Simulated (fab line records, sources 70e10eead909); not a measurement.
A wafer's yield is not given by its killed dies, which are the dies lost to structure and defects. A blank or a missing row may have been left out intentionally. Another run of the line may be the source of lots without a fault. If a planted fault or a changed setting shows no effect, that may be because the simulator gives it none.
Struck lot and sound lot, side by side | flow nandHarc | 18 out of 1159 route steps
Sound: the wafers L676.2, L676.4, L676.5. The struck wafers were L682.1, L682.3, L682.5. The cause comes at the end.
Per side, at each step with rows, come the tool, then ch with its chambers, and then its first start. Under that, the readings that differ: sound wafers | struck wafers | difference of the means | sigmas: that difference in standard deviations of wafers without a fault.
alike: a reading whose means differ by less than 2 such deviations, as well as words and numbers matching on both sides. not compared: withheld readings; readings where some wafer has no value; bounds like >300 that might hide an equal value; numbers whose values overlap and for which the record gives no deviation.
Wherever a step has rows on one side only, a row that says differs or no value, or a row with sigmas, the two part there. Non-overlapping numbers with no deviation appear without sigmas and do not part them. A reading that every wafer of one side lacks parts them only if that side has two wafers or more.

first, 1 step without rows for these wafers: NHARC_A_M0_SRD_25.
NHARC_A_M0_INSPECT_27:
  struck on defectInspect-02, day 19 12:44; sound on defectInspect-01, day 17 22:53
  alike: rawDefectCount
NHARC_A_M0_PRE_CLEAN_31: time 12 s.
  sound on pecvd-04 ch 0,1,2, day 17 22:58; struck on pecvd-04 ch 0,1,2, day 19 12:48
  alike: heaterPowerW, rfFwdPowerW
NHARC_A_M0_DEP_32: deposits SiCN, target thk 30 nm.
  sound on pecvd-04 ch 0,1,2, day 17 23:04; struck on pecvd-04 ch 0,1,2, day 19 12:53
  alike: heaterPowerW, rfFwdPowerW
then, 7 steps without rows for these wafers: NHARC_A_M1_DEP_00 (deposits SiOC, target thk 182.5 nm); NHARC_A_M1_DEHYDRATE_01 (time 120 s); NHARC_A_M1_HMDS_02 (time 30 s); NHARC_A_M1_COAT_34 (time 65 s); NHARC_A_M1_COAT_03 (resist thk 90 nm); NHARC_A_M1_SOFTBAKE_04 (time 55 s); NHARC_A_M1_EBR_05.
NHARC_A_M1_EXPOSE_06: exposes mask A M1, target cd 120 nm.
  sound on arfiScanner-01 ch 0, day 18 00:07; struck on arfiScanner-03 ch 0, day 19 13:59
reading                    | sound             | struck            | difference | sigmas
model.A_M1.overlayXNm (nm) | 1.078 1.078 1.078 | 29.79 29.79 29.79 | +28.71     | 
  alike: mask
then, 2 steps without rows for these wafers: NHARC_A_M1_PEB_07 (peb time 65 s); NHARC_A_M1_DEVELOP_08 (develop time 35 s).
NHARC_A_M1_CD_MEAS_09: the cd target is 120 nm.
  sound on cdSem-01 ch 0, day 18 00:15; struck on cdSem-02 ch 0, day 19 14:08
  alike: cdNm
NHARC_A_M1_OVL_MEAS_10: pitch 240 nm.
  struck on overlay-02, day 19 14:13; sound on overlay-02, day 18 00:20
reading         | sound          | struck         | difference | sigmas
overlayXNm (nm) | 1.1 1.5 1.6    | 29.4 30.2 29.9 | +28.4      | +26
overlayYNm (nm) | -0.7 -0.7 -0.5 | 0.9 1.2 0.7    | +1.6       | +2
NHARC_A_M1_INSPECT_11:
  struck on defectInspect-01, day 19 14:15; sound on defectInspect-02, day 18 00:22
  alike: rawDefectCount
following that, these wafers have no rows for 1 step: NHARC_END_SORT_01.

## WHERE THEY PART
Only at NHARC_A_M1_OVL_MEAS_10, as far as this record shows. Later steps at which nothing parts them and some readings are alike: NHARC_A_M1_INSPECT_11.

WHY: what the simulator had put in
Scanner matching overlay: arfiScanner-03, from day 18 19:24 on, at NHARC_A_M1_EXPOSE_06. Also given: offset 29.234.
